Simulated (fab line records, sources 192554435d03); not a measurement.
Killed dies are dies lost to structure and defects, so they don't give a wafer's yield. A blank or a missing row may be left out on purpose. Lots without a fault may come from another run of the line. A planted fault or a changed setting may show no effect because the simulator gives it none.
fab line records | flow n5_finfet
record lots=6 wafers=17 last_day=17
route steps=1938 shown SD_EPI_N@265 BEOL_M4@1111 PASSIVATION@1936
lots that met no fault: from a run of the same line without faults
start_h: hours from the record's first day to the start of the lot's first wafer shown | wait_h: hours since the lot's step before | " the same as in the row above | L1.1+2: a row that stands for several wafers | - no value, or no start given | * or withheld: withheld | < > ~ a bound
route shown NAME@n: a module of which the file shows steps, and the number in the route of the first | usual: mean/standard deviation of fault-free wafers | same: alike in all rows | chamber/n: place in a boat | sites: the reading at each site | _std_site: their standard deviation | _edge_site: outer sites' mean less inner sites' | radius_mm: how far each site lies from the wafer's centre | mask NAME#n: copy n | behind: the tool/chamber that last shaped the wafer | hold: why the lot was held/for how many hours/how that ended | device: the transistor (n, p or np) that didn't switch | end of line: the same wafers' tests at the end of the route | a step without rows: its recipe alone | killed: dies lost to structure and defects at the first sort, not the wafer's yield | map: a wafer's dies, x killed, . not, _ none there
set.NAME: the setting as run; set.NAME@STEP: as run at that earlier step | model.NAME: the simulator's own value behind a step, which no gauge read
lots at some steps of the route; a table a step, a row a wafer
services: from which hour (start_h, from the record's first day; less than 0 if before it) a tool's chamber was out of use, for how many hours, and why
## steps
# step N5_SD_EPI_N_EBR_05
# recipe solvent=PGMEA ebr_width_mm=1.5
# step N5_SD_EPI_N_SOFTBAKE_04
# recipe temp_c=110 time_s=60 resist=CAR-ArF-block
# step N5_SD_EPI_N_EXPOSE_06
# recipe mask_id=SD_N_BLK na=1.35 source_shape=conventional sigma_outer=0.8 polarization=unpolarized target_cd_nm=120 dose_mj=39.75
# step N5_SD_EPI_N_PEB_07
# recipe peb_temp_c=110 peb_time_s=60 resist=CAR-ArF-block
# step N5_SD_EPI_N_DEVELOP_08
# recipe develop_time_s=30 developer=TMAH resist=CAR-ArF-block dev_temp_c=23 rinse_liquid=diw dry=air_spin
# step N5_SD_EPI_N_CD_MEAS_09
# recipe target_cd_nm=120 landing_energy_ev=500 detector=se_inlens
# usual cd_nm=120.3/0.69
# columns lot.wafer tool chamber start_h wait_h cd_nm
L293.2 cd_sem-03 0 97.50 - 120.0
L293.4 " 0 " " 120.8
L295.3 cd_sem-01 0 104.01 - 119.9
L295.4 " 0 " " 119.8
L295.5 " 0 " " 118.6
L301.3 cd_sem-03 0 139.50 - 119.7
L301.4 " 0 " " 119.8
L301.6 " 0 " " 120.2
L302.1 cd_sem-02 0 145.76 - 121.2
L302.2 " 0 " " 120.8
L302.6 " 0 " " 119.6
L305.1 cd_sem-01 0 164.37 - 119.8
L305.3 " 0 " " 120.3
L305.5 " 0 " " 119.1
L308.1 cd_sem-01 0 180.72 - 119.3
L308.2 " 0 " " 120.6
L308.6 " 0 " " 119.5
# step N5_SD_EPI_N_OVL_MEAS_10
# recipe points_per_wafer=44
# usual SD_N_BLK_OVL=0.0/0.73
# columns lot.wafer tool chamber start_h wait_h SD_N_BLK_OVL[nm]
L293.2 overlay-01 0 97.53 0.0 1.3
L293.4 " 0 " " 0.3
L295.3 overlay-02 0 104.04 0.0 -1.6
L295.4 " 0 " " 0.1
L295.5 " 0 " " -1.7
L301.3 overlay-02 0 139.53 0.0 0.5
L301.4 " 0 " " -0.2
L301.6 " 0 " " 0.0
L302.1 overlay-02 0 145.79 0.0 -1.3
L302.2 " 0 " " -0.2
L302.6 " 0 " " -0.4
L305.1 overlay-02 0 164.40 0.0 0.0
L305.3 " 0 " " -0.3
L305.5 " 0 " " -0.6
L308.1 overlay-01 0 180.75 0.0 0.4
L308.2 " 0 " " 0.1
L308.6 " 0 " " -1.5
# step N5_SD_EPI_N_INSPECT_11
# recipe mode=adi inspect_instrument=macro
# usual raw_defect_count=2.1/1.6
# columns lot.wafer tool chamber start_h wait_h raw_defect_count
L293.2 defect_inspect-01 - 97.56 0.0 5
L293.4 " - " " 3
L295.3 defect_inspect-02 - 104.06 0.0 1
L295.4 " - " " 1
L295.5 " - " " 4
L301.3 defect_inspect-01 - 139.56 0.0 4
L301.4 " - " " 1
L301.6 " - " " 2
L302.1 defect_inspect-02 - 145.82 0.0 2
L302.2 " - " " 2
L302.6 " - " " 0
L305.1 defect_inspect-01 - 164.42 0.0 0
L305.3 " - " " 1
L305.5 " - " " 3
L308.1 defect_inspect-01 - 180.77 0.0 1
L308.2 " - " " 4
L308.6 " - " " 2
# step N5_SD_EPI_N_DESCUM_14
# recipe chemistry=O2 time_s=7.9 source_power_w=50 bias_power_w=20 pressure_mtorr=20 rf_frequency_hz=2.712e+07 temp_c=40 resist=CAR-ArF-block o2_flow_sccm=225
# usual drypump_motor_current_A=5.7/0.52 oes_product_au=0.79/0.07 rf_vpp_V=243.4/1.3 showerhead_plenum_p_Torr=2.11/0.07 throttle_valve_pct=20.33/0.26
# same time_s=7.9
# columns lot.wafer tool chamber start_h wait_h drypump_motor_current_A oes_product_au rf_hours_counter_h rf_vpp_V showerhead_plenum_p_Torr throttle_valve_pct
L293.2 rie_diel-02 2 97.59 0.0 5.1 0.92 22 242.2 2.03 19.91
L293.4 " 1 " " 5.5 0.72 186 243.3 2.16 20.21
L295.3 rie_diel-06 1 104.09 0.0 5.2 0.78 106 246.8 2.21 20.67
L295.4 " 2 " " 5.9 0.81 100 245.5 2.18 20.31
L295.5 " 2 " " 5.9 0.80 - 245.2 2.18 20.30
L301.3 rie_diel-02 1 139.59 0.0 5.5 0.71 203 243.7 2.15 20.23
L301.4 " 3 " " 5.2 0.73 180 242.5 2.15 20.74
L301.6 " 2 " " 5.1 0.88 - 242.5 2.02 19.94
L302.1 rie_diel-02 3 145.85 0.0 5.1 0.72 182 243.9 2.15 20.75
L302.2 " 2 " " 5.1 0.89 40 243.1 2.02 19.94
L302.6 " 1 " " 5.5 0.70 - 245.7 2.15 20.23
L305.1 rie_diel-06 3 164.46 0.0 5.6 0.77 144 242.7 1.99 20.12
L305.3 " 1 " " 5.2 0.76 129 245.1 2.20 20.72
L305.5 " 0 " " 6.7 0.95 - 243.5 2.15 20.28
L308.1 rie_diel-01 1 180.82 0.1 6.4 0.79 116 242.2 2.03 20.36
L308.2 " 3 " " 5.3 0.85 62 243.0 2.03 20.23
L308.6 " 3 " " 5.3 0.86 - 242.3 2.03 20.25
# step N5_SD_EPI_N_ETCH_34
# recipe chemistry=CF4 target=SiARC target_depth_a=455 mask_material=CAR-ArF-block time_s=75.8 ion_energy_ev=80 pressure_mtorr=40 source_w=545 bias_w=36 Ar_flow_sccm=100 cf4_flow_sccm=100 ends=cleared
# usual drypump_motor_current_A=5.7/0.52 etch_rf_on_time_s=75.6/2 oes_product_au=0.67/0.064 rf_vpp_V=184.3/1.1 showerhead_plenum_p_Torr=2.16/0.064 throttle_valve_pct=15.55/0.24
# columns lot.wafer tool chamber start_h wait_h drypump_motor_current_A etch_rf_on_time_s oes_product_au rf_hours_counter_h rf_vpp_V showerhead_plenum_p_Torr throttle_valve_pct
L293.2 rie_diel-02 2 97.62 0.0 5.1 72.5 0.81 22 183.4 2.10 15.20
L293.4 " 1 " " 5.5 78.2 0.60 186 183.6 2.22 15.54
L295.3 rie_diel-06 1 104.13 0.0 5.2 76.9 0.66 106 185.2 2.24 15.79
L295.4 " 2 " " 5.9 73.8 0.69 100 185.0 2.25 15.59
L295.5 " 2 " " 5.9 74.1 0.69 - 185.2 2.25 15.59
L301.3 rie_diel-02 1 139.62 0.0 5.5 78.8 0.59 203 184.6 2.22 15.59
L301.4 " 3 " " 5.1 76.1 0.62 180 184.0 2.21 16.03
L301.6 " 2 " " 5.1 72.2 0.77 - 182.3 2.10 15.20
L302.1 rie_diel-02 3 145.89 0.0 5.2 75.9 0.63 182 185.4 2.21 16.03
L302.2 " 2 " " 5.1 71.9 0.78 40 183.1 2.10 15.22
L302.6 " 1 " " 5.5 78.8 0.58 - 185.0 2.21 15.59
L305.1 rie_diel-06 3 164.49 0.0 5.6 74.4 0.64 144 181.7 2.06 15.49
L305.3 " 1 " " 5.2 78.5 0.63 129 185.1 2.23 15.82
L305.5 " 0 " " 6.6 74.9 0.81 - 182.9 2.19 15.39
L308.1 rie_diel-01 1 180.86 0.0 6.4 76.9 0.67 116 183.0 2.07 15.43
L308.2 " 3 " " 5.3 74.0 0.73 62 181.9 2.09 15.44
L308.6 " 3 " " 5.3 74.2 0.73 - 184.5 2.09 15.43
# step N5_SD_EPI_N_ETCH_35
# recipe chemistry=N2/H2 target=SOC overetch_a=1080 mask_material=SiARC temp_c=40 ion_energy_ev=100 source_w=3000 bias_w=133 pressure_mtorr=20 time_s=486 n2_flow_sccm=200 h2_flow_sccm=200
# usual drypump_motor_current_A=5.7/0.53 oes_product_au=0.70/0.06 rf_vpp_V=241.1/1.3 showerhead_plenum_p_Torr=2.57/0.083 throttle_valve_pct=23.70/0.27
# same time_s=486
# columns lot.wafer tool chamber start_h wait_h drypump_motor_current_A oes_product_au rf_hours_counter_h rf_vpp_V showerhead_plenum_p_Torr throttle_valve_pct
L293.2 rie_diel-02 2 97.68 0.0 5.1 0.81 23 240.8 2.49 23.72
L293.4 " 1 " " 5.5 0.64 186 242.2 2.63 23.51
L295.3 rie_diel-06 1 104.19 0.0 5.2 0.70 106 243.2 2.66 23.72
L295.4 " 2 " " 5.9 0.71 100 242.3 2.69 23.83
L295.5 " 2 " " 5.9 0.71 - 243.5 2.69 23.85
L301.3 rie_diel-02 1 139.68 0.0 5.5 0.63 203 242.9 2.62 23.53
L301.4 " 3 " " 5.2 0.66 180 242.7 2.65 24.45
L301.6 " 2 " " 5.1 0.79 - 239.7 2.48 23.73
L302.1 rie_diel-02 3 145.94 0.0 5.2 0.65 182 242.2 2.65 24.46
L302.2 " 2 " " 5.1 0.78 40 239.4 2.48 23.74
L302.6 " 1 " " 5.5 0.63 - 241.3 2.62 23.53
L305.1 rie_diel-06 3 164.55 0.0 5.6 0.67 145 239.1 2.44 23.73
L305.3 " 1 " " 5.2 0.68 129 242.0 2.65 23.78
L305.5 " 0 " " 6.7 0.84 - 240.8 2.60 23.65
L308.1 rie_diel-01 1 180.91 0.0 6.4 0.70 116 239.0 2.45 23.54
L308.2 " 3 " " 5.3 0.76 62 241.6 2.48 23.67
L308.6 " 3 " " 5.3 0.76 - 239.6 2.48 23.67
# step N5_SD_EPI_N_STRIP_36
# recipe chemistry=N2/H2 temp_c=40 n2_flow_sccm=200 h2_flow_sccm=200 rf_frequency_hz=6e+07
# step N5_SD_EPI_N_ETCHBACK_44
# recipe chemistry=CH3F/O2 mode=anisotropic_etchback target=SiNx target_depth_a=145 stop_on=SiO2 over_etch_frac=0.3 ion_energy_ev=120 pressure_mtorr=30 source_w=395 bias_w=73 Ar_flow_sccm=150 CH3F_flow_sccm=30 O2_flow_sccm=20
# usual drypump_motor_current_A=5.7/0.53 oes_ar_750_au=0.79/0.071 oes_product_au=0.67/0.057 rf_vpp_V=299/8.6 showerhead_plenum_p_Torr=2.02/0.061 throttle_valve_pct=16.28/0.24
# columns lot.wafer tool chamber start_h wait_h drypump_motor_current_A oes_ar_750_au oes_product_au rf_hours_counter_h rf_vpp_V showerhead_plenum_p_Torr throttle_valve_pct model.SiARC_of_SD_EPI_N_COAT_33.thk_nm
L293.2 rie_diel-02 2 98.00 0.0 5.1 0.93 0.77 23 279 1.95 15.88 15.6
L293.4 " 1 " " 5.5 0.71 0.61 187 306 2.06 16.16 16.6
L295.3 rie_diel-06 1 104.51 0.0 5.2 0.76 0.66 106 311 2.09 16.46 16.4
L295.4 " 2 " " 5.9 0.80 0.68 100 308 2.11 16.37 15.4
L295.5 " 2 " " 5.9 0.80 0.68 - 308 2.11 16.38 15.4
L301.3 rie_diel-02 1 140.01 0.0 5.5 0.70 0.60 203 305 2.05 16.20 14.4
L301.4 " 3 " " 5.2 0.75 0.63 180 296 2.08 16.81 14
L301.6 " 2 " " 5.1 0.90 0.75 - 281 1.95 15.92 13.2
L302.1 rie_diel-02 3 146.27 0.0 5.1 0.74 0.63 182 297 2.08 16.80 13.8
L302.2 " 2 " " 5.1 0.89 0.76 40 281 1.95 15.91 13
L302.6 " 1 " " 5.5 0.70 0.60 - 306 2.05 16.19 14.4
L305.1 rie_diel-06 3 164.87 0.0 5.6 0.75 0.63 145 305 1.93 16.27 15.4
L305.3 " 1 " " 5.2 0.74 0.65 129 311 2.08 16.51 16.6
L305.5 " 0 " " 6.7 0.94 0.80 - 296 2.04 16.10 16
L308.1 rie_diel-01 1 181.24 0.0 6.4 0.78 0.67 116 300 1.94 16.23 16.2
L308.2 " 3 " " 5.3 0.86 0.73 62 293 1.95 16.19 15.8
L308.6 " 3 " " 5.3 0.86 0.72 - 294 1.95 16.18 15.8
# step N5_SD_EPI_N_ETCH_45
# recipe chemistry=CH3F/O2 target=SiOCN target_depth_a=60 mask_material=SOC ion_energy_ev=60 bias_w=29 pressure_mtorr=15 source_w=410 Ar_flow_sccm=150 CH3F_flow_sccm=30 O2_flow_sccm=20
# usual drypump_motor_current_A=5.7/0.53 oes_product_au=0.79/0.072 rf_vpp_V=127.6/0.94 showerhead_plenum_p_Torr=2.02/0.061 throttle_valve_pct=23.25/0.23
# columns lot.wafer tool chamber start_h wait_h drypump_motor_current_A oes_product_au rf_hours_counter_h rf_vpp_V showerhead_plenum_p_Torr throttle_valve_pct
L293.2 rie_diel-02 2 98.10 0.1 5.1 0.92 23 127.5 1.95 22.96
L293.4 " 1 " " 5.4 0.71 187 128.0 2.05 23.01
L295.3 rie_diel-06 1 104.61 0.1 5.2 0.77 107 127.4 2.09 23.43
L295.4 " 2 " " 5.9 0.81 100 128.8 2.11 23.42
L295.5 " 2 " " 5.9 0.80 - 128.9 2.11 23.43
L301.3 rie_diel-02 1 140.11 0.1 5.5 0.69 203 128.3 2.05 23.04
L301.4 " 3 " " 5.2 0.73 180 128.2 2.07 23.80
L301.6 " 2 " " 5.1 0.89 - 128.9 1.94 22.96
L302.1 rie_diel-02 3 146.37 0.1 5.2 0.72 182 126.4 2.07 23.80
L302.2 " 2 " " 5.1 0.89 40 128.1 1.94 22.99
L302.6 " 1 " " 5.5 0.69 - 126.6 2.05 23.03
L305.1 rie_diel-06 3 164.97 0.1 5.6 0.76 145 128.0 1.92 23.22
L305.3 " 1 " " 5.2 0.76 129 129.9 2.08 23.46
L305.5 " 0 " " 6.7 0.96 - 126.6 2.04 23.11
L308.1 rie_diel-01 1 181.34 0.1 6.4 0.79 116 127.2 1.94 23.25
L308.2 " 3 " " 5.3 0.86 62 125.2 1.95 23.21
L308.6 " 3 " " 5.3 0.85 - 127.4 1.95 23.21
# step N5_SD_EPI_N_ETCH_16
# recipe chemistry=CHF3/O2 target=SiO2 target_depth_a=50 mask_material=SOC pressure_mtorr=30 source_w=650 bias_w=170 Ar_flow_sccm=200 CHF3_flow_sccm=50 O2_flow_sccm=5 ion_energy_ev=200
# usual drypump_motor_current_A=5.7/0.53 oes_ar_750_au=0.78/0.071 oes_product_au=0.79/0.074 rf_vpp_V=526/15 showerhead_plenum_p_Torr=2.44/0.07 throttle_valve_pct=18.84/0.22
# columns lot.wafer tool chamber start_h wait_h drypump_motor_current_A oes_ar_750_au oes_product_au rf_hours_counter_h rf_vpp_V showerhead_plenum_p_Torr throttle_valve_pct model.SiARC_of_SD_EPI_N_COAT_33.thk_nm
L293.2 rie_diel-02 2 98.20 0.1 5.1 0.93 0.94 23 496 2.36 18.49 12
L293.4 " 1 " " 5.5 0.70 0.71 187 536 2.48 18.73 13.2
L295.3 rie_diel-06 1 104.71 0.1 5.2 0.76 0.78 107 549 2.51 19.01 12.8
L295.4 " 2 " " 5.9 0.80 0.82 100 542 2.55 18.98 11.8
L295.5 " 2 " " 5.9 0.79 0.80 - 543 2.55 19.00 11.8
L301.3 rie_diel-02 1 140.21 0.1 5.5 0.69 0.69 203 537 2.48 18.74 11
L301.4 " 3 " " 5.2 0.74 0.73 180 522 2.50 19.37 10.6
L301.6 " 2 " " 5.1 0.89 0.90 - 496 2.35 18.53 9.6
L302.1 rie_diel-02 3 146.47 0.1 5.1 0.74 0.73 182 522 2.50 19.36 10.2
L302.2 " 2 " " 5.1 0.89 0.90 40 495 2.35 18.54 9.4
L302.6 " 1 " " 5.5 0.69 0.69 - 535 2.48 18.74 11
L305.1 rie_diel-06 3 165.07 0.1 5.6 0.74 0.76 145 536 2.33 18.83 11.6
L305.3 " 1 " " 5.2 0.73 0.75 129 548 2.51 19.05 13
L305.5 " 0 " " 6.7 0.95 0.94 - 520 2.46 18.70 12.2
L308.1 rie_diel-01 1 181.44 0.1 6.4 0.79 0.79 116 529 2.34 18.77 12.6
L308.2 " 3 " " 5.3 0.85 0.86 62 516 2.36 18.79 12.2
L308.6 " 3 " " 5.3 0.85 0.86 - 518 2.36 18.77 12.2
# step N5_SD_EPI_N_STRIP_47
# recipe chemistry=CHF3/O2 resist=SiARC rf_frequency_hz=6e+07
# step N5_BEOL_M4_RC_MEAS_101
# usual DIBL_N=35.8/1.7 DIBL_P=35.9/1.9 IOFF_N=0.151/0.028 IOFF_P=0.21/0.037 ION_N=673/12 ION_P=463/8.3 SS_N=71.4/0.59 SS_P=73.2/0.63 VT_N=250/3.2 VT_P=-250/3.7
# columns lot.wafer tool chamber start_h wait_h DIBL_N[mV/V] DIBL_P[mV/V] IOFF_N[nA/um] IOFF_P[nA/um] ION_N[uA/um] ION_P[uA/um] SS_N[mV/dec] SS_P[mV/dec] VT_N[mV] VT_P[mV]
L293.2 prober-02 0 211.62 0.2 34.1 34.1 0.122 0.15 656 449 70.6 72.3 252 -258
L293.4 " 0 " " 34.7 34.7 0.131 0.16 663 447 70.8 72.9 253 -257
L295.3 prober-02 0 216.66 0.3 36.3 36.9 0.157 0.21 662 455 71.8 73.6 251 -249
L295.4 " 0 " " 35.4 35.9 0.152 0.20 682 467 71.2 73.1 249 -250
L295.5 " 0 " " 36.3 37.0 0.153 0.20 675 464 71.3 72.9 253 -251
L301.3 prober-01 0 254.16 0.3 38.6 36.4 0.209 0.21 709 472 71.5 72.9 244 -248
L301.4 " 0 " " 39.9 38.3 0.220 0.22 684 457 71.8 73.8 245 -250
L301.6 " 0 " " 38.0 35.5 0.178 0.19 673 458 71.7 72.5 250 -251
L302.1 prober-01 0 257.88 0.0 37.5 36.4 0.167 0.20 691 464 72.0 73.5 250 -251
L302.2 " 0 " " 38.1 36.3 0.174 0.20 679 456 72.5 74.4 249 -253
L302.6 " 0 " " 36.3 33.7 0.137 0.17 664 448 71.2 72.2 254 -254
L305.1 prober-01 0 292.40 0.0 36.6 37.1 0.168 0.24 695 470 72.2 74.0 248 -245
L305.3 " 0 " " 35.8 36.0 0.153 0.23 672 469 71.8 73.5 250 -248
L305.5 " 0 " " 34.9 35.5 0.147 0.22 673 470 71.2 73.0 251 -249
L308.1 prober-01 0 320.78 0.0 35.8 35.6 0.145 0.21 685 471 71.3 73.0 251 -250
L308.2 " 0 " " 35.0 34.7 0.126 0.19 655 453 70.5 72.6 256 -250
L308.6 " 0 " " 34.9 34.1 0.126 0.19 663 452 71.5 72.9 256 -249
# step N5_PASSIVATION_PROBE_49
# usual defect_limited_yield=91.4/1.5 killed_at_M0_to_M3=33/9.8 killed_at_M4_up=14/5.5 killed_at_contacts=12/6.5 killed_at_front_end=38/11 killed_at_other=3/3.1 killed_dies=101/17 killed_open=66/13 killed_short=32/7.5 sort_bin_5_function=5.0/1 sort_bin_6_memory=3.2/0.69 sort_n_pass=1079/17 sort_yield_pct=91.4/1.5
# same gross_dies=1180 killed_at_back_side=0 sort_bin_4_leakage[%]=0 sort_bin_8_speed[%]=0
# columns lot.wafer tool chamber start_h wait_h defect_limited_yield[%] killed_at_M0_to_M3 killed_at_M4_up killed_at_contacts killed_at_front_end killed_at_other killed_dies killed_open killed_short sort_bin_5_function[%] sort_bin_6_memory[%] sort_n_pass sort_yield_pct[%]
L293.2 prober-02 - 315.11 0.1 91.7 28 12 16 41 1 98 61 36 4.3 3.6 1082 91.7
L293.4 prober-02 - 315.21 0.2 92.8 21 4 12 47 1 85 56 27 3.7 3.4 1095 92.8
L305.1 prober-01 - 394.97 0.0 90.9 48 6 8 43 2 107 69 32 4.5 4.1 1073 90.9
L305.3 prober-01 - 395.07 0.1 90.1 43 14 7 50 3 117 62 50 6.0 3.2 1063 90.1
L305.5 prober-01 - 395.17 0.2 89.9 50 9 16 39 5 119 79 36 5.3 4.3 1061 89.9
# killed by level:class
L293.2 MOL_CONTACT_COAG:geometric_particle:open=14 BEOL_M0_SAQP:geometric_particle:short=11 FIN_SAQP:geometric_particle:open=10 FIN_SAQP:geometric_particle:short=7 BEOL_M0_SAQP:geometric_particle:open=5 BEOL_M4:geometric_particle:open=4 GATE_CUT:geometric_particle:short=4 STI_FIN_REVEAL:geometric_particle:short=4
L293.4 FIN_SAQP:geometric_particle:open=14 MOL_CONTACT_COAG:geometric_particle:open=9 FIN_SAQP:geometric_particle:short=8 STI_FIN_REVEAL:geometric_particle:open=7 BEOL_M0_SAQP:geometric_particle:open=6 BEOL_M2:geometric_particle:open=6 DUMMY_GATE:geometric_particle:short=4 STI_FIN_REVEAL:geometric_particle:short=3
L305.1 BEOL_M2:geometric_particle:open=14 FIN_SAQP:geometric_particle:open=10 BEOL_M0_SAQP:geometric_particle:open=8 FIN_SAQP:geometric_particle:short=7 GATE_CUT:geometric_particle:short=7 MOL_CONTACT_COAG:geometric_particle:open=7 BEOL_M3:geometric_particle:open=7 BEOL_M1:geometric_particle:open=5
L305.3 FIN_SAQP:geometric_particle:short=12 FIN_SAQP:geometric_particle:open=10 BEOL_M0_SAQP:geometric_particle:open=10 BEOL_M3:geometric_particle:open=8 BEOL_M0_SAQP:geometric_particle:short=7 BEOL_M1:geometric_particle:open=7 MOL_CONTACT_COAG:geometric_particle:open=5 BEOL_M2:geometric_particle:open=5
L305.5 BEOL_M0_SAQP:geometric_particle:open=15 FIN_SAQP:geometric_particle:open=13 MOL_CONTACT_COAG:geometric_particle:open=13 FIN_SAQP:geometric_particle:short=9 BEOL_M1:geometric_particle:open=9 BEOL_M0_SAQP:geometric_particle:short=8 BEOL_M2:geometric_particle:open=5 BEOL_M3:geometric_particle:open=5
## services
# columns tool chamber start_h hours kind
rie_diel-02 0 76.98 6.3 repair
rie_diel-06 2 114.80 11.1 repair
rie_diel-06 0 134.71 - clean
rie_diel-06 0 134.71 - consumable_replace:focus_ring
rie_diel-06 0 134.71 19.3 scheduled_down
rie_diel-06 0 134.71 19.3 vent_cycle
rie_diel-01 2 173.74 - clean
rie_diel-01 2 173.74 - consumable_replace:focus_ring
rie_diel-01 2 173.74 24.4 scheduled_down
rie_diel-01 2 173.74 24.4 vent_cycle
## key
first_sign none at tools or gauges
model_effect step=N5_SD_EPI_N_ETCHBACK_44 value=SiARC_of_SD_EPI_N_COAT_33.thk_nm without=16.03 struck=13.8
model_effect step=N5_SD_EPI_N_ETCH_16 value=SiARC_of_SD_EPI_N_COAT_33.thk_nm without=12.53 struck=10.3
met_at N5_SD_EPI_N_ETCHBACK_44
struck_wafers L301.3,L301.4,L301.6,L302.1,L302.2,L302.6
onset_between 98.00 140.01
also_fits N5_SD_EPI_N_DESCUM_14:rie_diel-02,N5_SD_EPI_N_ETCH_34:rie_diel-02,N5_SD_EPI_N_ETCH_35:rie_diel-02
fault kind=process_parameter_drift tool=rie_diel-02 chamber=- onset_h=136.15 steps=N5_SD_EPI_N_ETCHBACK_44 channel=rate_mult offset=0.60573 shape=step end_h=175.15
